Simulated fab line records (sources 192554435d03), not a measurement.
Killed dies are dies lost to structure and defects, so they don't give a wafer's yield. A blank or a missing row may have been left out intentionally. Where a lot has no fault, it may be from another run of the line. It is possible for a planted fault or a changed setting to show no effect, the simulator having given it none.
Matching of chambers + flow n5-finfet + N5_BEOL_M9_CURE_71 on uv-cure-02 has 3 sister chambers
The step cures SiCOH lowk, time 240 s. 3 wafers are shown with their chamber, then 12 later ones without.

== WAFERS, EACH WITH ITS CHAMBER ==
| wafer  | chamber | wafer_temp_C_max |
|--------|---------|------------------|
| L077.5 | 2       | 386.7            |
| L088.4 | 1       | 386.8            |
| L089.4 | 0       | 386.7            |

== WAFERS MISSING THEIR CHAMBER ==
| wafer  | wafer_temp_C_max |
|--------|------------------|
| L091.1 | 386.7            |
| L091.2 | 387.3            |
| L091.6 | 387.1            |
| L097.2 | 387.7            |
| L097.4 | 386.7            |
| L097.6 | 387.0            |
| L095.1 | 386.4            |
| L095.4 | 386.7            |
| L095.6 | 387.2            |
| L096.1 | 386.9            |
| L096.2 | 386.9            |
| L096.4 | 387.2            |

== WHICH CHAMBER EACH WENT THROUGH ==
| wafer  | from the rows above          | in truth |
|--------|------------------------------|----------|
| L091.1 | can't be placed: 0 or 2 or 1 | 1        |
| L091.2 | can't be placed: 1 or 0 or 2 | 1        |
| L091.6 | can't be placed: 1 or 0 or 2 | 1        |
| L097.2 | can't be placed: 1 or 0 or 2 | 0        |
| L097.4 | can't be placed: 0 or 2 or 1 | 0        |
| L097.6 | can't be placed: 1 or 0 or 2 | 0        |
| L095.1 | can't be placed: 0 or 2 or 1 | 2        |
| L095.4 | can't be placed: 0 or 2 or 1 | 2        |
| L095.6 | can't be placed: 1 or 0 or 2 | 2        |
| L096.1 | can't be placed: 1 or 0 or 2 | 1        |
| L096.2 | can't be placed: 1 or 0 or 2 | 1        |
| L096.4 | can't be placed: 1 or 0 or 2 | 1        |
Correct placement for 0 of the 12. Unplaceable from these rows: 12, with the true chamber sitting among the candidates in 12. Placed wrongly: 0.
How it was worked out, from the rows above alone: a wafer's distance from a chamber is the root of the sum, over the readings, of the square of ((its reading less the chamber's mean) divided by the reading's scatter). The wafer belongs to the nearest chamber; if the next one is less than 2 further off, it can't be placed. Each chamber's mean is taken over the wafers shown for it. The scatter (one wafer shown for each chamber): square how far every hidden wafer sits from the nearest shown wafer, average those squares and take the square root.
